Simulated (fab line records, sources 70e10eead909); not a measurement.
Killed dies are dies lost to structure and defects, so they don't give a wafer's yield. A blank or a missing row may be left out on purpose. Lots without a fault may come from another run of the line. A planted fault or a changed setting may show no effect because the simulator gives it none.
Tool commonality check | flow nand_harc | 12 lots, 36 wafers sampled

WHY IT WAS OPENED
At NHARC_A_SGD_CUT_CD_MEAS_09 the reading cd_nm is flagged on 2 of 12 lots. Wafers without a fault read 100.0 nm, standard deviation 0.49.
Rule: a lot is flagged when every wafer of it that has a number lies more than 4 standard deviations from that mean, or none has a number. The other lots count as sound.

lot  | measured     | on        | cd_nm (nm), wafer by wafer | flag
L222 | day 14 00:59 | cd_sem-01 | 99.3 99.5 99.9             |
L223 | day 14 01:34 | cd_sem-01 | 100.5 100.0 100.2          |
L225 | day 14 15:43 | cd_sem-03 | 99.7 100.2 99.8            |
L224 | day 14 16:53 | cd_sem-03 | 100.8 100.4 100.8          |
L228 | day 15 21:35 | cd_sem-01 | 99.5 99.1 99.5             |
L229 | day 15 22:11 | cd_sem-03 | 100.1 100.3 99.3           |
L233 | day 16 07:47 | cd_sem-01 | 99.2 99.2 99.6             |
L232 | day 16 08:26 | cd_sem-02 | 100.7 99.8 100.3           |
L231 | day 16 09:39 | cd_sem-01 | 99.1 99.5 100.1            |
L240 | day 18 15:29 | cd_sem-03 | 109.6 109.6 108.7          | FLAGGED
L244 | day 19 05:07 | cd_sem-01 | 100.2 99.7 100.5           |
L242 | day 19 05:31 | cd_sem-01 | 107.2 107.6 107.3          | FLAGGED
The numbers of the flagged lots are 108.3 nm on average: +8.3 nm against the usual, or +17 standard deviations.

WHICH TOOL RAN EACH LOT
The record holds 3 process steps before the reading, out of a route of 1159 steps. In each cell: the tool, then ch and the chambers that the sampled wafers went through, then the start.
lot  | flag    | NHARC_A_STAIRCASE_DESCUM_443       | NHARC_A_STAIRCASE_CMP_450     | NHARC_A_SGD_CUT_EXPOSE_06
L222 |         | rie_diel-04 ch 2,3, day 13 19:14   | cmp-03 ch 1,2, day 13 22:24   | arfi_scanner-01 ch 0, day 14 00:50
L223 |         | rie_diel-03 ch 0,2, day 13 19:47   | cmp-01 ch 0,1,3, day 13 22:59 | arfi_scanner-01 ch 0, day 14 01:25
L225 |         | rie_diel-04 ch 0,1, day 14 09:58   | cmp-03 ch 0,1,3, day 14 13:08 | arfi_scanner-03 ch 0, day 14 15:34
L224 |         | rie_diel-09 ch 0,3, day 14 10:53   | cmp-03 ch 0,2,3, day 14 14:18 | arfi_scanner-02 ch 0, day 14 16:45
L228 |         | rie_diel-04 ch 0,1,2, day 15 15:47 | cmp-02 ch 0,1, day 15 18:57   | arfi_scanner-01 ch 0, day 15 21:26
L229 |         | rie_diel-03 ch 1,3, day 15 15:38   | cmp-02 ch 0,1, day 15 19:23   | arfi_scanner-01 ch 0, day 15 22:03
L233 |         | rie_diel-09 ch 0,1, day 16 01:43   | cmp-01 ch 1,2, day 16 05:10   | arfi_scanner-02 ch 0, day 16 07:39
L232 |         | rie_diel-03 ch 1,2, day 16 01:30   | cmp-02 ch 0,3, day 16 05:43   | arfi_scanner-02 ch 0, day 16 08:18
L231 |         | rie_diel-09 ch 0,1, day 16 03:26   | cmp-01 ch 0,3, day 16 06:55   | arfi_scanner-02 ch 0, day 16 09:31
L240 | FLAGGED | rie_diel-09 ch 0,1,3, day 18 09:40 | cmp-03 ch 0,1,3, day 18 12:49 | arfi_scanner-03 ch 0, day 18 15:21
L244 |         | rie_diel-09 ch 0,2, day 18 22:51   | cmp-03 ch 0,1,3, day 19 02:24 | arfi_scanner-01 ch 0, day 19 04:59
L242 | FLAGGED | rie_diel-03 ch 1,2, day 18 22:54   | cmp-01 ch 0,2,3, day 19 02:47 | arfi_scanner-03 ch 0, day 19 05:23
What these steps do:
- NHARC_A_STAIRCASE_DESCUM_443: chemistry O2, time 3 s.
- NHARC_A_STAIRCASE_CMP_450: polishes SiO2, target thk 200 nm.
- NHARC_A_SGD_CUT_EXPOSE_06: exposes mask SGD.
- NHARC_A_SGD_CUT_CD_MEAS_09: target cd 100 nm.

FLAGGED OVER TOTAL, TOOL BY TOOL (the gauges that took the reading come last)
step                         | tool            | lots run | flagged | share of the flagged lots | sound lots run after its first flagged lot
NHARC_A_STAIRCASE_DESCUM_443 | rie_diel-03     | 4        | 1       | some                      | 0
NHARC_A_STAIRCASE_DESCUM_443 | rie_diel-04     | 3        | 0       | none                      | -
NHARC_A_STAIRCASE_DESCUM_443 | rie_diel-09     | 5        | 1       | some                      | 1 (L244)
NHARC_A_STAIRCASE_CMP_450    | cmp-01          | 4        | 1       | some                      | 0
NHARC_A_STAIRCASE_CMP_450    | cmp-02          | 3        | 0       | none                      | -
NHARC_A_STAIRCASE_CMP_450    | cmp-03          | 5        | 1       | some                      | 1 (L244)
NHARC_A_SGD_CUT_EXPOSE_06    | arfi_scanner-01 | 5        | 0       | none                      | -
NHARC_A_SGD_CUT_EXPOSE_06    | arfi_scanner-02 | 4        | 0       | none                      | -
NHARC_A_SGD_CUT_EXPOSE_06    | arfi_scanner-03 | 3        | 2       | all                       | 0
NHARC_A_SGD_CUT_CD_MEAS_09   | cd_sem-01       | 7        | 1       | some                      | 0
NHARC_A_SGD_CUT_CD_MEAS_09   | cd_sem-02       | 1        | 0       | none                      | -
NHARC_A_SGD_CUT_CD_MEAS_09   | cd_sem-03       | 4        | 1       | some                      | 0

WHAT THE TABLE ALLOWS
1 row of the table ran every flagged lot: arfi_scanner-03 at NHARC_A_SGD_CUT_EXPOSE_06.
- arfi_scanner-03 at NHARC_A_SGD_CUT_EXPOSE_06: 2 of its 3 lots flagged. Its last sound lot is L225 (day 14 15:34), its first flagged lot L240 (day 18 15:21): a fault that began between those two fits. Its own readings lie more than 4 standard deviations out on every wafer of the flagged lots: exposure_dose_mJ_cm2.
One tool is left: arfi_scanner-03 at NHARC_A_SGD_CUT_EXPOSE_06.

WHAT THE SIMULATOR HAD PUT IN
Process parameter drift: arfi_scanner-03, from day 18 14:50 on, at NHARC_A_SGD_CUT_EXPOSE_06. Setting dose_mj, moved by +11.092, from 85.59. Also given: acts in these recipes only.
Lots struck among those shown: L240, L242. The rule above found the same.
